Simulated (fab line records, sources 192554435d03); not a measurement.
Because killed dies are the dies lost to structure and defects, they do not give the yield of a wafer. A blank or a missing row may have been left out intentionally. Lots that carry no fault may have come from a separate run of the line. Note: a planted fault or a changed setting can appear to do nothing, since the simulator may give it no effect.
Chamber matching	flow n5_finfet	pecvd-01 running N5_BEOL_M10_ILD_DEP_00: 3 sister chambers
The step deposits SiCOH lowk from DEMS/porogen, target thk 308.51 nm, time 58 s. 3 wafers are shown with their chamber, then 9 later ones without.

## EACH WAFER AND ITS CHAMBER
wafer	chamber	heater_power_w (W)
L077.3	2	355
L083.5	1	250
L083.6	0	428

## WAFERS WITH NO CHAMBER GIVEN
wafer	heater_power_w (W)
L084.1	406
L084.3	252
L084.6	416
L086.3	237
L086.4	349
L086.5	244
L091.3	281
L091.5	359
L091.6	286

## WHICH CHAMBER EACH ONE RAN IN
wafer	from the rows above	in truth
L084.1	can't be placed: 0 or 2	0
L084.3	1	1
L084.6	0	0
L086.3	1	1
L086.4	2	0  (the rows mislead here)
L086.5	1	1
L091.3	1	1
L091.5	2	2
L091.6	can't be placed: 1 or 2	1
6 of 9 placed correctly. These rows do not allow placing 2 (true chamber among the candidates in 2). Number placed wrongly: 1.
How it was worked out, from the rows above alone: a wafer's distance from a chamber is the root of the sum, over the readings, of the square of ((its reading less the chamber's mean) divided by the reading's scatter). The wafer belongs to the nearest chamber; if the next one is less than 2 further off, it can't be placed. The mean given for a chamber averages the wafers shown for that chamber. The scatter: with one shown wafer a chamber, the root of the mean of the squares of how far each hidden wafer lies from its nearest shown one.
